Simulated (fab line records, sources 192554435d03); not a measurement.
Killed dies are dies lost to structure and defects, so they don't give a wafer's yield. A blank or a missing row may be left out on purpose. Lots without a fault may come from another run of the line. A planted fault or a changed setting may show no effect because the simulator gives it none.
fab line records | flow n5_finfet
record lots=11 wafers=30 last_day=18
route steps=1938 shown BEOL_M6@1238 PASSIVATION@1936
lots that met no fault: from a run of the same line without faults
start_h: hours from the record's first day to the start of the lot's first wafer shown | wait_h: hours since the lot's step before | " the same as in the row above | L1.1+2: a row that stands for several wafers | - no value, or no start given | * or withheld: withheld | < > ~ a bound
route shown NAME@n: a module of which the file shows steps, and the number in the route of the first | usual: mean/standard deviation of fault-free wafers | same: alike in all rows | chamber/n: place in a boat | sites: the reading at each site | _std_site: their standard deviation | _edge_site: outer sites' mean less inner sites' | radius_mm: how far each site lies from the wafer's centre | mask NAME#n: copy n | behind: the tool/chamber that last shaped the wafer | hold: why the lot was held/for how many hours/how that ended | device: the transistor (n, p or np) that didn't switch | end of line: the same wafers' tests at the end of the route | a step without rows: its recipe alone | killed: dies lost to structure and defects at the first sort, not the wafer's yield | map: a wafer's dies, x killed, . not, _ none there
set.NAME: the setting as run; set.NAME@STEP: as run at that earlier step | model.NAME: the simulator's own value behind a step, which no gauge read
steps of the route over a sample of lots; a table a step, a row a wafer
services: from which hour (start_h, from the record's first day; less than 0 if before it) a tool's chamber was out of use, for how many hours, and why
## steps
# step N5_BEOL_M6_STRIP_36
# recipe chemistry=N2/H2 power_w=450 temp_c=40 pressure_mtorr=20 rf_frequency_hz=6e+07 overash_fraction=0.3 bias_power_w=7 h2_frac=0.5 n2_flow_sccm=200 h2_flow_sccm=200
# usual bias_power_w=7.001/0.018 drypump_motor_current_A=5.9/0.5 oes_product_au=0.79/0.075 rf_vpp_V=59.3/1.5 showerhead_plenum_p_Torr=2.59/0.083 temp_c=40.01/0.12 throttle_valve_pct=23.5/0.46
# columns lot.wafer tool chamber start_h wait_h bias_power_w drypump_motor_current_A oes_product_au rf_hours_counter_h rf_vpp_V showerhead_plenum_p_Torr temp_c throttle_valve_pct
L227.2 rie_diel-06 0 194.51 0.0 7.004 6.3 0.71 206 55.6 2.63 39.88 24.1
L227.5 " 0 " " 7.012 6.3 0.72 - 57.4 2.63 39.85 24.1
L228.1 rie_diel-06 1 205.40 0.0 6.995 6.5 0.85 56 59.0 2.67 40.05 23.3
L228.6 " 1 " " 7.007 6.5 0.84 - 58.7 2.67 40.03 23.3
L232.1 rie_diel-05 3 219.88 0.0 7.015 5.8 0.69 231 59.5 2.59 39.70 22.7
L232.3 " 1 " " 6.990 5.9 0.74 161 58.8 2.64 39.75 24.1
L234.1 rie_diel-05 0 241.49 0.0 7.010 6.2 0.85 54 57.4 2.66 39.92 23.0
L234.5 " 0 " " 7.016 6.2 0.86 - 57.9 2.66 39.93 23.0
L234.6 " 2 " " 7.005 5.4 0.81 - 59.9 2.46 40.00 23.3
L235.1 rie_diel-04 0 243.46 0.0 6.983 5.0 0.83 70 58.7 2.43 39.95 23.3
L235.5 " 0 " " 6.982 5.0 0.84 - 60.4 2.43 40.08 23.3
L235.6 " 2 " " 6.994 6.2 0.79 - 60.5 2.69 40.17 23.7
L236.2 rie_diel-05 1 255.26 0.0 7.002 5.9 0.74 176 58.7 2.64 39.95 24.2
L236.3 " 0 " " 6.964 6.2 0.83 60 57.8 2.65 39.94 22.9
L236.4 " 2 " " 6.979 5.4 0.79 - 61.0 2.46 39.72 23.3
L237.1 rie_diel-04 1 262.19 0.0 7.002 5.8 1.01 3 59.2 2.61 40.02 23.6
L237.2 " 3 " " 6.981 6.3 0.82 108 60.1 2.58 39.93 23.7
L237.3 " 0 " " 6.988 5.0 0.83 77 60.4 2.43 40.01 23.3
L240.3 rie_diel-04 0 284.78 0.0 7.020 5.0 0.82 84 58.8 2.43 40.08 23.3
L240.4 " 3 " " 7.011 6.3 0.79 115 59.6 2.58 39.94 23.7
L240.5 " 2 " " 7.019 6.3 0.76 - 60.6 2.68 40.08 23.8
L245.1 rie_diel-05 0 311.79 0.0 6.976 6.3 0.80 85 60.0 2.64 39.89 23.0
L245.4 " 3 " " 7.020 5.9 0.98 0 60.6 2.58 39.92 22.7
L245.6 " 1 " " 6.994 5.9 0.72 - 60.9 2.63 39.88 24.2
L248.1 rie_diel-04 3 334.42 0.0 7.025 6.3 0.77 132 57.9 2.57 39.87 23.7
L248.2 " 0 " " 6.991 5.0 0.81 100 59.6 2.42 40.07 23.3
L248.5 " 2 " " 7.023 6.3 0.75 - 58.9 2.68 40.10 23.8
L250.1 rie_diel-04 3 339.22 0.0 7.025 6.3 0.77 135 60.3 2.57 40.25 23.7
L250.3 " 1 " " 7.042 5.8 0.92 31 60.6 2.60 39.94 23.7
L250.5 " 3 " " 7.000 6.3 0.76 - 58.6 2.57 40.18 23.7
# step N5_BEOL_M6_STRIP_80
# recipe chemistry=N2/H2 time_s=10 power_w=450 temp_c=40 pressure_mtorr=20 rf_frequency_hz=6e+07 bias_power_w=7 n2_flow_sccm=200 h2_flow_sccm=200
# usual bias_power_w=6.999/0.02 drypump_motor_current_A=5.9/0.5 oes_product_au=0.79/0.074 rf_vpp_V=59.3/0.85 showerhead_plenum_p_Torr=2.59/0.083 temp_c=40.02/0.11 throttle_valve_pct=23.5/0.46
# columns lot.wafer tool chamber start_h wait_h bias_power_w drypump_motor_current_A oes_product_au rf_hours_counter_h rf_vpp_V showerhead_plenum_p_Torr temp_c throttle_valve_pct
L227.2 rie_diel-06 0 - - 6.977 6.4 0.72 206 58.6 2.63 39.92 24.1
L227.5 " 0 " " 6.974 6.4 0.71 - 59.5 2.63 39.99 24.1
L228.1 rie_diel-06 1 - - 7.013 6.5 0.85 56 60.4 2.67 40.23 23.3
L228.6 " 1 " " 6.990 6.5 0.84 - 59.0 2.67 39.84 23.3
L232.1 rie_diel-05 3 - - 7.030 5.8 0.70 231 60.3 2.59 40.36 22.7
L232.3 " 1 " " 6.997 5.9 0.74 161 59.9 2.64 40.01 24.2
L234.1 rie_diel-05 0 - - 7.002 6.2 0.85 54 57.8 2.66 40.18 23.0
L234.5 " 0 " " 6.987 6.2 0.85 - 58.6 2.66 40.21 23.0
L234.6 " 2 " " 7.019 5.5 0.81 - 59.9 2.46 40.04 23.3
L235.1 rie_diel-04 0 - - 7.037 5.0 0.84 70 59.2 2.43 40.19 23.3
L235.5 " 0 " " 7.044 5.0 0.84 - 59.0 2.43 40.23 23.3
L235.6 " 2 " " 6.996 6.3 0.79 - 60.6 2.69 40.00 23.7
L236.2 rie_diel-05 1 - - 6.997 5.8 0.72 176 59.2 2.64 40.20 24.2
L236.3 " 0 " " 7.006 6.2 0.84 60 59.9 2.65 40.10 23.0
L236.4 " 2 " " 7.018 5.5 0.80 - 60.4 2.46 39.91 23.3
L237.1 rie_diel-04 1 - - 6.964 5.8 1.00 3 58.7 2.61 40.04 23.6
L237.2 " 3 " " 7.003 6.3 0.80 108 59.1 2.58 39.76 23.7
L237.3 " 0 " " 7.000 5.0 0.83 77 59.4 2.43 39.98 23.3
L240.3 rie_diel-04 0 - - 6.998 5.0 0.81 84 60.1 2.43 39.94 23.3
L240.4 " 3 " " 6.994 6.3 0.79 115 59.5 2.58 39.89 23.7
L240.5 " 2 " " 7.026 6.3 0.77 - 60.2 2.68 39.93 23.7
L245.1 rie_diel-05 0 - - 6.958 6.2 0.80 85 58.8 2.64 40.02 23.0
L245.4 " 3 " " 6.972 5.8 0.98 0 60.6 2.58 40.00 22.7
L245.6 " 1 " " 6.991 5.8 0.71 - 59.5 2.63 39.75 24.2
L248.1 rie_diel-04 3 - - 7.017 6.3 0.77 133 59.3 2.57 40.10 23.7
L248.2 " 0 " " 7.035 5.0 0.80 100 59.3 2.42 40.08 23.3
L248.5 " 2 " " 6.995 6.3 0.76 - 60.0 2.68 40.09 23.8
L250.1 rie_diel-04 3 - - 7.032 6.3 0.77 135 59.1 2.57 40.04 23.7
L250.3 " 1 " " 6.994 5.8 0.92 31 58.5 2.60 39.96 23.6
L250.5 " 3 " " 7.028 6.3 0.77 - 58.8 2.57 40.10 23.8
# step N5_BEOL_M6_OCD_MEAS_38
# usual trench_depth_nm=94.8/1.9
# columns lot.wafer tool chamber start_h wait_h trench_depth_nm
L227.2 ocd-02 - 194.70 - 93.9
L227.5 " - " " 93.4
L228.1 ocd-02 - 205.59 - 99.9
L228.6 " - " " 99.6
L232.1 ocd-01 - 220.07 - 91.8
L232.3 " - " " 96.3
L234.1 ocd-02 - 241.69 - 92.0
L234.5 " - " " 92.3
L234.6 " - " " 95.2
L235.1 ocd-01 - 243.66 - 95.5
L235.5 " - " " 95.4
L235.6 " - " " 95.9
L236.2 ocd-02 - 255.46 - 94.7
L236.3 " - " " 93.2
L236.4 " - " " 95.1
L237.1 ocd-01 - 262.39 - 93.3
L237.2 " - " " 95.3
L237.3 " - " " 93.1
L240.3 ocd-01 - 284.97 - 94.0
L240.4 " - " " 95.7
L240.5 " - " " 97.1
L245.1 ocd-02 - 311.98 - 91.4
L245.4 " - " " 94.3
L245.6 " - " " 95.5
L248.1 ocd-02 - 334.61 - 94.2
L248.2 " - " " 93.2
L248.5 " - " " 94.6
L250.1 ocd-01 - 339.41 - 94.8
L250.3 " - " " 92.6
L250.5 " - " " 93.8
# step N5_BEOL_M6_CVD_78
# recipe material=Co target_thk_a=20 temp_c=withheld precursor=CCTBA/H2 pressure_torr=30 time_s=142.3
# usual run_length_s=165.4/0.53
# columns lot.wafer tool chamber start_h wait_h run_length_s
L227.2 cvd_co-01 1 197.22 0.2 165.6
L227.5 " 0 " " 165.9
L228.1 cvd_co-01 1 206.56 0.0 165.7
L228.6 " 2 " " 165.7
L232.1 cvd_co-02 2 221.07 0.0 164.5
L232.3 " 1 " " 165.9
L234.1 cvd_co-01 1 243.61 0.3 165.9
L234.5 " 1 " " 166.1
L234.6 " 2 " " 165.3
L235.1 cvd_co-02 2 244.86 0.2 164.7
L235.5 " 1 " " 165.6
L235.6 " 0 " " 165.2
L236.2 cvd_co-02 2 257.16 0.0 164.9
L236.3 " 0 " " 165.8
L236.4 " 0 " " 165.4
L237.1 cvd_co-01 2 263.72 0.1 165.5
L237.2 " 0 " " 165.8
L237.3 " 1 " " 165.2
L240.3 cvd_co-02 2 288.04 0.1 164.2
L240.4 " 2 " " 164.5
L240.5 " 0 " " 165.7
L245.1 cvd_co-01 2 314.81 0.3 165.2
L245.4 " 2 " " 243.3
L245.6 " 0 " " 245.0
L248.1 cvd_co-02 0 335.77 0.0 165.4
L248.2 " 2 " " 165.1
L248.5 " 0 " " 165.8
L250.1 cvd_co-02 0 340.57 0.0 165.4
L250.3 " 2 " " 164.6
L250.5 " 2 " " 164.5
# step N5_PASSIVATION_PROBE_49
# usual defect_limited_yield=91.3/1.4 killed_at_M0_to_M3=33/9.9 killed_at_M4_up=15/5.6 killed_at_contacts=13/5.7 killed_at_front_end=38/12 killed_at_other=4/3.1 killed_dies=103/17 killed_open=66/13 killed_short=32/7.8 sort_bin_5_function=5.1/0.95 sort_bin_6_memory=3.2/0.68 sort_bin_8_speed=0.02/0.22 sort_n_pass=1077/17 sort_yield_pct=91.3/1.5
# same gross_dies=1180 killed_at_back_side=0 sort_bin_4_leakage[%]=0
# columns lot.wafer tool chamber start_h wait_h defect_limited_yield[%] killed_at_M0_to_M3 killed_at_M4_up killed_at_contacts killed_at_front_end killed_at_other killed_dies killed_open killed_short sort_bin_5_function[%] sort_bin_6_memory[%] sort_bin_8_speed[%] sort_n_pass sort_yield_pct[%]
L228.1 prober-02 - 294.34 0.0 91.2 56 5 12 25 6 104 56 45 4.1 4.3 0 1076 91.2
L228.6 prober-02 - 294.59 0.3 89.9 45 26 11 33 4 119 75 43 6.2 3.2 0 1061 89.9
L234.1 prober-01 - 324.85 0.0 91.3 25 13 12 51 2 103 77 25 4.8 3.6 0 1077 91.3
L234.5 prober-01 - 325.05 0.2 92.4 25 25 7 31 2 90 60 28 4.5 3.0 0 1090 92.4
L234.6 prober-01 - 325.10 0.3 92.7 26 24 6 26 4 86 55 30 4.3 2.8 0 1094 92.7
L236.2 prober-01 - 340.37 0.1 92.8 37 11 10 27 0 85 59 26 4.4 2.8 0 1095 92.8
L236.3 prober-01 - 340.42 0.1 90.4 47 16 12 32 6 113 61 48 5.0 3.9 0 1067 90.4
L236.4 prober-01 - 340.47 0.2 90.1 46 17 14 40 0 117 68 41 5.8 3.7 0 1063 90.1
L240.3 prober-02 - 371.69 0.1 90.8 25 6 22 55 1 109 80 27 5.3 3.6 0 1071 90.8
L240.4 prober-02 - 371.74 0.2 89.9 42 12 11 53 1 119 77 41 6.4 3.4 0 1061 89.9
L240.5 prober-02 - 371.79 0.2 90.9 24 12 21 48 2 107 73 32 5.3 3.1 0 1073 90.9
L245.1 prober-01 - 396.70 0.0 91.0 36 10 12 43 5 106 65 37 5.1 3.4 0 1074 91.0
L245.4 prober-01 - 396.85 0.2 91.8 24 14 13 37 9 97 59 37 4.3 3.4 0 1083 91.8
L245.6 prober-01 - 396.95 0.3 92.2 23 13 12 36 8 92 59 29 4.2 3.2 0 1088 92.2
# killed by level:class
L228.1 BEOL_M0_SAQP:geometric_particle:short=21 MOL_CONTACT_COAG:geometric_particle:open=10 BEOL_M0_SAQP:geometric_particle:open=10 BEOL_M1:geometric_particle:open=9 BEOL_M2:geometric_particle:open=6 STI_FIN_REVEAL:geometric_particle:open=5 ILD0:geometric_particle:short=4 GATE_CUT:geometric_particle:open=3
L228.6 BEOL_M0_SAQP:geometric_particle:short=13 BEOL_M4:geometric_particle:open=13 MOL_CONTACT_COAG:geometric_particle:open=10 BEOL_M1:geometric_particle:open=9 BEOL_M0_SAQP:geometric_particle:open=8 GATE_CUT:geometric_particle:open=6 BEOL_M5:geometric_particle:open=6 GATE_CUT:geometric_particle:short=5
L234.1 FIN_SAQP:geometric_particle:open=26 BEOL_M3:geometric_particle:open=10 MOL_CONTACT_COAG:geometric_particle:open=8 BEOL_M5:geometric_particle:open=7 FIN_SAQP:geometric_particle:short=6 BEOL_M2:geometric_particle:open=5 MOL_CONTACT_COAG:geometric_particle:short=4 GATE_CUT:geometric_particle:short=3
L234.5 BEOL_M4:geometric_particle:open=11 FIN_SAQP:geometric_particle:open=9 FIN_SAQP:geometric_particle:short=9 BEOL_M2:geometric_particle:open=6 MOL_CONTACT_COAG:geometric_particle:open=5 BEOL_M0_SAQP:geometric_particle:short=5 BEOL_M3:geometric_particle:open=5 STARTING-WAFER:geometric_particle:open=5
L234.6 BEOL_M4:geometric_particle:open=15 GATE_CUT:geometric_particle:open=5 BEOL_M0_SAQP:geometric_particle:short=5 FIN_SAQP:geometric_particle:short=4 GATE_CUT:geometric_particle:short=4 MOL_CONTACT_COAG:geometric_particle:open=4 BEOL_M0_SAQP:geometric_particle:open=4 BEOL_M0:geometric_particle:short=4
L236.2 MOL_CONTACT_COAG:geometric_particle:open=9 BEOL_M2:geometric_particle:open=8 BEOL_M0:geometric_particle:open=7 BEOL_M4:geometric_particle:open=7 STI_FIN_REVEAL:geometric_particle:open=6 FIN_SAQP:geometric_particle:short=5 BEOL_M0:geometric_particle:short=5 BEOL_M2:geometric_particle:short=4
L236.3 BEOL_M3:geometric_particle:open=10 FIN_SAQP:geometric_particle:short=9 MOL_CONTACT_COAG:geometric_particle:open=8 BEOL_M2:geometric_particle:open=8 BEOL_M0_SAQP:geometric_particle:short=7 BEOL_M2:geometric_particle:short=7 STI_FIN_REVEAL:geometric_particle:open=6 DUMMY_GATE:geometric_particle:open=5
L236.4 FIN_SAQP:geometric_particle:short=19 BEOL_M0_SAQP:geometric_particle:open=11 BEOL_M4:geometric_particle:open=10 BEOL_M0_SAQP:geometric_particle:short=9 FIN_SAQP:geometric_particle:open=8 MOL_CONTACT_COAG:geometric_particle:open=8 BEOL_M2:geometric_particle:open=6 BEOL_M3:geometric_particle:open=6
L240.3 STI_FIN_REVEAL:geometric_particle:open=17 FIN_SAQP:geometric_particle:open=16 MOL_CONTACT_COAG:geometric_particle:open=16 BEOL_M0_SAQP:geometric_particle:short=7 BEOL_M2:geometric_particle:open=6 MOL_CONTACT_COAG:geometric_particle:short=5 BEOL_M0_SAQP:geometric_particle:open=4 STARTING-WAFER:geometric_particle:open=4
L240.4 BEOL_M1:geometric_particle:open=14 BEOL_M0_SAQP:geometric_particle:short=13 MOL_CONTACT_COAG:geometric_particle:open=10 FIN_SAQP:geometric_particle:open=7 STI_FIN_REVEAL:geometric_particle:open=7 ILD0:geometric_particle:open=7 GATE_CUT:geometric_particle:short=7 BEOL_M4:geometric_particle:open=6
L240.5 STI_FIN_REVEAL:geometric_particle:open=15 MOL_CONTACT_COAG:geometric_particle:open=15 FIN_SAQP:geometric_particle:open=10 BEOL_M0_SAQP:geometric_particle:open=8 FIN_SAQP:geometric_particle:short=7 BEOL_M0_SAQP:geometric_particle:short=7 STARTING-WAFER:geometric_particle:short=6 MOL_CONTACT_COAG:geometric_particle:short=5
L245.1 STI_FIN_REVEAL:geometric_particle:open=11 MOL_CONTACT_COAG:geometric_particle:open=10 FIN_SAQP:geometric_particle:short=8 BEOL_M2:geometric_particle:open=8 BEOL_M3:geometric_particle:open=6 BEOL_M0_SAQP:geometric_particle:open=5 GATE_CUT:geometric_particle:short=5 BEOL_M1:geometric_particle:open=5
L245.4 MOL_CONTACT_COAG:geometric_particle:open=12 BEOL_M3:geometric_particle:open=8 FIN_SAQP:geometric_particle:short=6 BEOL_M0_SAQP:geometric_particle:short=6 FIN_SAQP:geometric_particle:open=5 STI_FIN_REVEAL:geometric_particle:open=4 DUMMY_GATE:geometric_particle:open=4 GATE_CUT:geometric_particle:short=4
L245.6 FIN_SAQP:geometric_particle:open=11 MOL_CONTACT_COAG:geometric_particle:open=9 STI_FIN_REVEAL:geometric_particle:open=5 BEOL_M0_SAQP:geometric_particle:short=5 BEOL_M4:geometric_particle:open=5 FIN_SAQP:geometric_particle:short=4 BEOL_M0_SAQP:geometric_particle:open=4 PAD_METAL:geometric_particle:open=4
## services
# columns tool chamber start_h hours kind
rie_diel-06 - 176.36 0.6 repair
rie_diel-04 1 235.11 - clean
rie_diel-04 1 235.11 - consumable_replace:focus_ring
rie_diel-04 1 235.11 19.4 scheduled_down
rie_diel-04 1 235.11 19.4 vent_cycle
rie_diel-06 0 268.22 15.3 repair
rie_diel-06 2 293.88 4.3 repair
rie_diel-05 3 296.99 - clean
rie_diel-05 3 296.99 - consumable_replace:focus_ring
rie_diel-05 3 296.99 14.1 scheduled_down
rie_diel-05 3 296.99 14.1 vent_cycle
rie_diel-05 2 297.03 9.6 repair
rie_diel-06 2 304.45 10.4 repair
cvd_co-01 2 326.13 10.9 repair
cvd_co-02 1 333.33 - clean
cvd_co-02 1 333.33 22.0 scheduled_down
cvd_co-02 1 333.33 22.0 vent_cycle
rie_diel-06 0 336.64 - clean
rie_diel-06 0 336.64 - consumable_replace:focus_ring
rie_diel-06 0 336.64 35.3 scheduled_down
rie_diel-06 0 336.64 35.3 vent_cycle
## key
first_sign step=N5_BEOL_M6_CVD_78 reading=run_length_s direction=up sigmas=99+ usual=* struck=*
effect none on later readings
met_at N5_BEOL_M6_CVD_78
struck_lots L245
struck_wafers L245.4,L245.6
not_acting_at N5_BEOL_M6_STRIP_36,N5_BEOL_M6_STRIP_80,N5_BEOL_M6_OCD_MEAS_38
onset_between 263.72 314.81
fault kind=process_parameter_drift tool=cvd_co-01 chamber=- onset_h=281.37 steps=N5_BEOL_M6_CVD_78 channel=time_s offset=* shape=step end_h=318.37 scope=struck_wafers_only acts_in=* stated=*
